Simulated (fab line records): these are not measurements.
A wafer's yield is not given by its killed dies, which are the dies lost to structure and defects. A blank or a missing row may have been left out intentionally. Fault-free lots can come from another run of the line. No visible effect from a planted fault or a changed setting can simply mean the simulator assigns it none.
Split-lot study || flow n5Finfet || 39 wafers read from 7 lots, route of 1938 steps

== THE SPLIT ITSELF ==
At N5_BEOL_M11_VIA_ETCH_34 (etches SiCOH lowk in C4F6/O2, target depth 184.5 nm, time 69.2 s), the setting timeS was moved away from the recipe's 69.2 s on 12 of the 39 wafers read, by -56.2% to +38.2%. This setting was run at the recipe's value on the other wafers.

The reading comes from the split's own step.

== THE READING ==
SOC_of_BEOL_M11_COAT_63.thkNm (the simulator's own value, which no gauge read), in nm, at N5_BEOL_M11_VIA_ETCH_34 (etches SiCOH lowk in C4F6/O2, target depth 184.5 nm, time 69.2 s). There is no usual value for it anywhere in the file. Across the 27 wafers here that went through the recipe, the average is 91.9 nm and the standard deviation 0.26 nm.

{"wafer": "L075.1", "tool, chamber at the split": "rieDiel-01, 0", "timeS as run, s": 69.2, "against the recipe": "recipe", "SOC_of_BEOL_M11_COAT_63.thkNm, nm": 92.4, "against lot-mates on the recipe": "-"}
{"wafer": "L075.2", "tool, chamber at the split": "rieDiel-01, 2", "timeS as run, s": 69.2, "against the recipe": "recipe", "SOC_of_BEOL_M11_COAT_63.thkNm, nm": 92.2, "against lot-mates on the recipe": "-"}
{"wafer": "L075.3", "tool, chamber at the split": "rieDiel-01, 3", "timeS as run, s": 69.2, "against the recipe": "recipe", "SOC_of_BEOL_M11_COAT_63.thkNm, nm": 92.2, "against lot-mates on the recipe": "-"}
{"wafer": "L075.4", "tool, chamber at the split": "rieDiel-01, 3", "timeS as run, s": 69.2, "against the recipe": "recipe", "SOC_of_BEOL_M11_COAT_63.thkNm, nm": 92.4, "against lot-mates on the recipe": "-"}
{"wafer": "L075.5", "tool, chamber at the split": "rieDiel-01, 2", "timeS as run, s": 69.2, "against the recipe": "recipe", "SOC_of_BEOL_M11_COAT_63.thkNm, nm": 92, "against lot-mates on the recipe": "-"}
{"wafer": "L075.6", "tool, chamber at the split": "rieDiel-01, 0", "timeS as run, s": 69.2, "against the recipe": "recipe", "SOC_of_BEOL_M11_COAT_63.thkNm, nm": 92.4, "against lot-mates on the recipe": "-"}
{"wafer": "L074.1", "tool, chamber at the split": "rieDiel-03, 1", "timeS as run, s": 95.66, "against the recipe": "+38.2%", "SOC_of_BEOL_M11_COAT_63.thkNm, nm": 88.6, "against lot-mates on the recipe": -3.1}
{"wafer": "L074.2", "tool, chamber at the split": "rieDiel-03, 2", "timeS as run, s": 69.2, "against the recipe": "recipe", "SOC_of_BEOL_M11_COAT_63.thkNm, nm": 91.4, "against lot-mates on the recipe": "-"}
{"wafer": "L074.3", "tool, chamber at the split": "rieDiel-03, 3", "timeS as run, s": 95.66, "against the recipe": "+38.2%", "SOC_of_BEOL_M11_COAT_63.thkNm, nm": 88.8, "against lot-mates on the recipe": -2.9}
{"wafer": "L074.4", "tool, chamber at the split": "rieDiel-03, 1", "timeS as run, s": 69.2, "against the recipe": "recipe", "SOC_of_BEOL_M11_COAT_63.thkNm, nm": 91.8, "against lot-mates on the recipe": "-"}
{"wafer": "L074.5", "tool, chamber at the split": "rieDiel-03, 3", "timeS as run, s": 69.2, "against the recipe": "recipe", "SOC_of_BEOL_M11_COAT_63.thkNm, nm": 92, "against lot-mates on the recipe": "-"}
{"wafer": "L074.6", "tool, chamber at the split": "rieDiel-03, 2", "timeS as run, s": 95.66, "against the recipe": "+38.2%", "SOC_of_BEOL_M11_COAT_63.thkNm, nm": 89, "against lot-mates on the recipe": -2.7}
{"wafer": "L077.1", "tool, chamber at the split": "rieDiel-03, 1", "timeS as run, s": 69.2, "against the recipe": "recipe", "SOC_of_BEOL_M11_COAT_63.thkNm, nm": 91.6, "against lot-mates on the recipe": "-"}
{"wafer": "L077.2", "tool, chamber at the split": "rieDiel-03, 2", "timeS as run, s": 69.2, "against the recipe": "recipe", "SOC_of_BEOL_M11_COAT_63.thkNm, nm": 92, "against lot-mates on the recipe": "-"}
{"wafer": "L077.3", "tool, chamber at the split": "rieDiel-03, 3", "timeS as run, s": 69.2, "against the recipe": "recipe", "SOC_of_BEOL_M11_COAT_63.thkNm, nm": 91.8, "against lot-mates on the recipe": "-"}
{"wafer": "L077.4", "tool, chamber at the split": "rieDiel-03, 1", "timeS as run, s": 69.2, "against the recipe": "recipe", "SOC_of_BEOL_M11_COAT_63.thkNm, nm": 91.8, "against lot-mates on the recipe": "-"}
{"wafer": "L077.5", "tool, chamber at the split": "rieDiel-03, 2", "timeS as run, s": 69.2, "against the recipe": "recipe", "SOC_of_BEOL_M11_COAT_63.thkNm, nm": 92, "against lot-mates on the recipe": "-"}
{"wafer": "L077.6", "tool, chamber at the split": "rieDiel-03, 3", "timeS as run, s": 69.2, "against the recipe": "recipe", "SOC_of_BEOL_M11_COAT_63.thkNm, nm": 92, "against lot-mates on the recipe": "-"}
{"wafer": "L076.1", "tool, chamber at the split": "rieDiel-01, 1", "timeS as run, s": 38.15, "against the recipe": "-44.9%", "SOC_of_BEOL_M11_COAT_63.thkNm, nm": 95.4, "against lot-mates on the recipe": "+3.5"}
{"wafer": "L076.2", "tool, chamber at the split": "rieDiel-01, 2", "timeS as run, s": 69.2, "against the recipe": "recipe", "SOC_of_BEOL_M11_COAT_63.thkNm, nm": 91.8, "against lot-mates on the recipe": "-"}
{"wafer": "L076.3", "tool, chamber at the split": "rieDiel-01, 3", "timeS as run, s": 38.15, "against the recipe": "-44.9%", "SOC_of_BEOL_M11_COAT_63.thkNm, nm": 95.6, "against lot-mates on the recipe": "+3.7"}
{"wafer": "L076.4", "tool, chamber at the split": "rieDiel-01, 1", "timeS as run, s": 38.15, "against the recipe": "-44.9%", "SOC_of_BEOL_M11_COAT_63.thkNm, nm": 95.4, "against lot-mates on the recipe": "+3.5"}
{"wafer": "L076.5", "tool, chamber at the split": "rieDiel-01, 2", "timeS as run, s": 69.2, "against the recipe": "recipe", "SOC_of_BEOL_M11_COAT_63.thkNm, nm": 91.8, "against lot-mates on the recipe": "-"}
{"wafer": "L076.6", "tool, chamber at the split": "rieDiel-01, 3", "timeS as run, s": 69.2, "against the recipe": "recipe", "SOC_of_BEOL_M11_COAT_63.thkNm, nm": 92, "against lot-mates on the recipe": "-"}
{"wafer": "L079.1", "tool, chamber at the split": "rieDiel-04, 1", "timeS as run, s": 69.2, "against the recipe": "recipe", "SOC_of_BEOL_M11_COAT_63.thkNm, nm": 92, "against lot-mates on the recipe": "-"}
{"wafer": "L079.2", "tool, chamber at the split": "rieDiel-04, 3", "timeS as run, s": 69.2, "against the recipe": "recipe", "SOC_of_BEOL_M11_COAT_63.thkNm, nm": 92, "against lot-mates on the recipe": "-"}
{"wafer": "L079.3", "tool, chamber at the split": "rieDiel-04, 2", "timeS as run, s": 83.6, "against the recipe": "+20.8%", "SOC_of_BEOL_M11_COAT_63.thkNm, nm": 90.4, "against lot-mates on the recipe": -1.6}
{"wafer": "L079.4", "tool, chamber at the split": "rieDiel-04, 3", "timeS as run, s": 69.2, "against the recipe": "recipe", "SOC_of_BEOL_M11_COAT_63.thkNm, nm": 92, "against lot-mates on the recipe": "-"}
{"wafer": "L079.5", "tool, chamber at the split": "rieDiel-04, 2", "timeS as run, s": 83.6, "against the recipe": "+20.8%", "SOC_of_BEOL_M11_COAT_63.thkNm, nm": 90.4, "against lot-mates on the recipe": -1.6}
{"wafer": "L079.6", "tool, chamber at the split": "rieDiel-04, 1", "timeS as run, s": 83.6, "against the recipe": "+20.8%", "SOC_of_BEOL_M11_COAT_63.thkNm, nm": 90.2, "against lot-mates on the recipe": -1.8}
{"wafer": "L089.1", "tool, chamber at the split": "rieDiel-01, 3", "timeS as run, s": 30.32, "against the recipe": "-56.2%", "SOC_of_BEOL_M11_COAT_63.thkNm, nm": 96.2, "against lot-mates on the recipe": "+4.6"}
{"wafer": "L089.2", "tool, chamber at the split": "rieDiel-01, 2", "timeS as run, s": 30.32, "against the recipe": "-56.2%", "SOC_of_BEOL_M11_COAT_63.thkNm, nm": 96.6, "against lot-mates on the recipe": "+5.0"}
{"wafer": "L089.3", "tool, chamber at the split": "rieDiel-01, 1", "timeS as run, s": 69.2, "against the recipe": "recipe", "SOC_of_BEOL_M11_COAT_63.thkNm, nm": 91.8, "against lot-mates on the recipe": "-"}
{"wafer": "L089.4", "tool, chamber at the split": "rieDiel-01, 0", "timeS as run, s": 30.32, "against the recipe": "-56.2%", "SOC_of_BEOL_M11_COAT_63.thkNm, nm": 96.2, "against lot-mates on the recipe": "+4.6"}
{"wafer": "L089.5", "tool, chamber at the split": "rieDiel-01, 1", "timeS as run, s": 69.2, "against the recipe": "recipe", "SOC_of_BEOL_M11_COAT_63.thkNm, nm": 91.6, "against lot-mates on the recipe": "-"}
{"wafer": "L089.6", "tool, chamber at the split": "rieDiel-01, 2", "timeS as run, s": 69.2, "against the recipe": "recipe", "SOC_of_BEOL_M11_COAT_63.thkNm, nm": 91.4, "against lot-mates on the recipe": "-"}
{"wafer": "L095.1", "tool, chamber at the split": "rieDiel-01, 2", "timeS as run, s": 69.2, "against the recipe": "recipe", "SOC_of_BEOL_M11_COAT_63.thkNm, nm": 91.8, "against lot-mates on the recipe": "-"}
{"wafer": "L095.5", "tool, chamber at the split": "rieDiel-01, 3", "timeS as run, s": 69.2, "against the recipe": "recipe", "SOC_of_BEOL_M11_COAT_63.thkNm, nm": 92.2, "against lot-mates on the recipe": "-"}
{"wafer": "L095.6", "tool, chamber at the split": "rieDiel-01, 0", "timeS as run, s": 69.2, "against the recipe": "recipe", "SOC_of_BEOL_M11_COAT_63.thkNm, nm": 92, "against lot-mates on the recipe": "-"}

THE FIT
A straight line over all 39 wafers: SOC_of_BEOL_M11_COAT_63.thkNm changes by -0.0791 nm for each +1% of timeS; r = -0.99; the points scatter about the line by 0.24 nm.
The same after taking each lot's own level away (the mean of its wafers on the recipe; 39 wafers): -0.0811 nm for each +1%; r = -1.00; scatter 0.17 nm.
On that fit, the largest move of timeS shifts the reading by 4.6 nm.
The lots' own levels span 91.60 to 92.27 nm, that is 2.6 times the standard deviation above.
Hence the lot-to-lot level has little effect on the slope; both slopes agree.
Check: for one of the wafers moved furthest among these (-56.2%), held out of the fit, the line's prediction against its lot-mates is +4.58 nm. Against them it came out at +4.6 nm.

== OTHER SPLITS ON THESE WAFERS ==
Other splits were also applied to these wafers ahead of the reading. Each is held against what the fit with the lots' levels taken away leaves over:
{"other split on the same wafers": "N5_BEOL_M6_ILD_DEP_00 targetThkA", "wafers away from the commonest value": 12, "r with SOC_of_BEOL_M11_COAT_63.thkNm (lot level and that fit taken away)": "+0.02"}
{"other split on the same wafers": "N5_BEOL_M7_TRENCH_ETCH_37 timeS", "wafers away from the commonest value": 15, "r with SOC_of_BEOL_M11_COAT_63.thkNm (lot level and that fit taken away)": -0.13}
{"other split on the same wafers": "N5_BEOL_M9_CVD_78 targetThkA", "wafers away from the commonest value": 15, "r with SOC_of_BEOL_M11_COAT_63.thkNm (lot level and that fit taken away)": -0.06}

== THE WHOLE CHAIN: every reading that the file lists as answering this split, in the file's order ==
{"step": "N5_BEOL_M11_VIA_ETCH_34", "what it does": "etches SiCOH lowk in C4F6/O2, target depth 184.5 nm, time 69.2 s", "reading": "etch.depthNm (the simulator's own value, which no gauge read)", "change (the file's fit)": "+1.84 nm for each +1% of the setting", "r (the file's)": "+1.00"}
{"step": "N5_BEOL_M11_VIA_ETCH_34", "what it does": "etches SiCOH lowk in C4F6/O2, target depth 184.5 nm, time 69.2 s", "reading": "SOC_of_BEOL_M11_COAT_63.thkNm (the simulator's own value, which no gauge read)", "change (the file's fit)": "-0.0813 nm for each +1% of the setting", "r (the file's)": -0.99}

== THE FILE'S OWN FIT ==
SOC_of_BEOL_M11_COAT_63.thkNm changes by -0.0813 nm for each +1% of timeS, r = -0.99.
